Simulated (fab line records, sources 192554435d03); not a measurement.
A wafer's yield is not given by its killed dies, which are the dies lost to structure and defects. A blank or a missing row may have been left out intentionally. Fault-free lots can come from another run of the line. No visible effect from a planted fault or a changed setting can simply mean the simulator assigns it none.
Matching of chambers || flow n5-finfet || N5_BEOL_M10_ETCH_65 on rie-diel-01: 4 sister chambers
The step etches SiARC in CF4, target depth 39 nm, time 65 s. 14 wafers are shown with their chamber, then 7 later ones without.

== WAFERS, EACH WITH ITS CHAMBER ==
{"wafer": "L074.1", "chamber": 2, "throttle-valve-pct (%)": 15.26, "showerhead-plenum-p-Torr (Torr)": 2.15, "etch-rf-on-time-s (s)": 70.3}
{"wafer": "L074.2", "chamber": 3, "throttle-valve-pct (%)": 16.02, "showerhead-plenum-p-Torr (Torr)": 2.16, "etch-rf-on-time-s (s)": 67.6}
{"wafer": "L074.3", "chamber": 0, "throttle-valve-pct (%)": 15.28, "showerhead-plenum-p-Torr (Torr)": 2.25, "etch-rf-on-time-s (s)": 64.0}
{"wafer": "L083.1", "chamber": 1, "throttle-valve-pct (%)": 15.80, "showerhead-plenum-p-Torr (Torr)": 2.26, "etch-rf-on-time-s (s)": 67.9}
{"wafer": "L083.3", "chamber": 3, "throttle-valve-pct (%)": 16.05, "showerhead-plenum-p-Torr (Torr)": 2.16, "etch-rf-on-time-s (s)": 67.4}
{"wafer": "L083.4", "chamber": 0, "throttle-valve-pct (%)": 15.32, "showerhead-plenum-p-Torr (Torr)": 2.25, "etch-rf-on-time-s (s)": 64.0}
{"wafer": "L082.1", "chamber": 1, "throttle-valve-pct (%)": 15.82, "showerhead-plenum-p-Torr (Torr)": 2.26, "etch-rf-on-time-s (s)": 67.6}
{"wafer": "L082.4", "chamber": 2, "throttle-valve-pct (%)": 15.29, "showerhead-plenum-p-Torr (Torr)": 2.15, "etch-rf-on-time-s (s)": 68.9}
{"wafer": "L082.6", "chamber": 0, "throttle-valve-pct (%)": 15.30, "showerhead-plenum-p-Torr (Torr)": 2.25, "etch-rf-on-time-s (s)": 64.4}
{"wafer": "L086.3", "chamber": 0, "throttle-valve-pct (%)": 15.34, "showerhead-plenum-p-Torr (Torr)": 2.24, "etch-rf-on-time-s (s)": 64.4}
{"wafer": "L086.4", "chamber": 3, "throttle-valve-pct (%)": 16.08, "showerhead-plenum-p-Torr (Torr)": 2.15, "etch-rf-on-time-s (s)": 67.2}
{"wafer": "L086.6", "chamber": 0, "throttle-valve-pct (%)": 15.32, "showerhead-plenum-p-Torr (Torr)": 2.24, "etch-rf-on-time-s (s)": 64.0}
{"wafer": "L089.2", "chamber": 1, "throttle-valve-pct (%)": 15.84, "showerhead-plenum-p-Torr (Torr)": 2.25, "etch-rf-on-time-s (s)": 67.8}
{"wafer": "L089.4", "chamber": 2, "throttle-valve-pct (%)": 15.32, "showerhead-plenum-p-Torr (Torr)": 2.14, "etch-rf-on-time-s (s)": 70.5}

SIGNATURES (means of the wafers above)
{"reading": "throttle-valve-pct", "chamber 0": 15.3120, "chamber 1": 15.8200, "chamber 2": 15.2900, "chamber 3": 16.0500, "scatter within a chamber": 0.0255}
{"reading": "showerhead-plenum-p-Torr", "chamber 0": 2.2460, "chamber 1": 2.2567, "chamber 2": 2.1467, "chamber 3": 2.1567, "scatter within a chamber": 0.00566}
{"reading": "etch-rf-on-time-s", "chamber 0": 64.160, "chamber 1": 67.767, "chamber 2": 69.900, "chamber 3": 67.400, "scatter within a chamber": 0.429}
Rule: a wafer's distance from a chamber is the root of the sum, over the readings, of the square of ((its reading less the chamber's mean) divided by the reading's scatter). The wafer belongs to the nearest chamber; if the next one is less than 2 further off, it can't be placed. The scatter: the root of (the sum of the squares of (reading less its chamber's mean) over the shown wafers, divided by (wafers less chambers)).

== WAFERS MISSING THEIR CHAMBER ==
{"wafer": "L089.5", "throttle-valve-pct (%)": 15.85, "showerhead-plenum-p-Torr (Torr)": 2.25, "etch-rf-on-time-s (s)": 67.5}
{"wafer": "L090.1", "throttle-valve-pct (%)": 15.35, "showerhead-plenum-p-Torr (Torr)": 2.24, "etch-rf-on-time-s (s)": 63.3}
{"wafer": "L090.2", "throttle-valve-pct (%)": 15.36, "showerhead-plenum-p-Torr (Torr)": 2.14, "etch-rf-on-time-s (s)": 70.2}
{"wafer": "L090.3", "throttle-valve-pct (%)": 16.09, "showerhead-plenum-p-Torr (Torr)": 2.15, "etch-rf-on-time-s (s)": 67.3}
{"wafer": "L092.1", "throttle-valve-pct (%)": 15.36, "showerhead-plenum-p-Torr (Torr)": 2.24, "etch-rf-on-time-s (s)": 63.2}
{"wafer": "L092.3", "throttle-valve-pct (%)": 15.36, "showerhead-plenum-p-Torr (Torr)": 2.13, "etch-rf-on-time-s (s)": 69.5}
{"wafer": "L092.4", "throttle-valve-pct (%)": 15.87, "showerhead-plenum-p-Torr (Torr)": 2.25, "etch-rf-on-time-s (s)": 68.0}

== WHICH CHAMBER EACH WENT THROUGH ==
{"wafer": "L089.5", "from the rows above": 1, "in truth": 1}
{"wafer": "L090.1", "from the rows above": 0, "in truth": 0}
{"wafer": "L090.2", "from the rows above": 2, "in truth": 2}
{"wafer": "L090.3", "from the rows above": 3, "in truth": 3}
{"wafer": "L092.1", "from the rows above": 0, "in truth": 0}
{"wafer": "L092.3", "from the rows above": 2, "in truth": 2}
{"wafer": "L092.4", "from the rows above": 1, "in truth": 1}
Correctly placed: 7 of 7. Not placeable from these rows: 0. Number placed wrongly: 0.
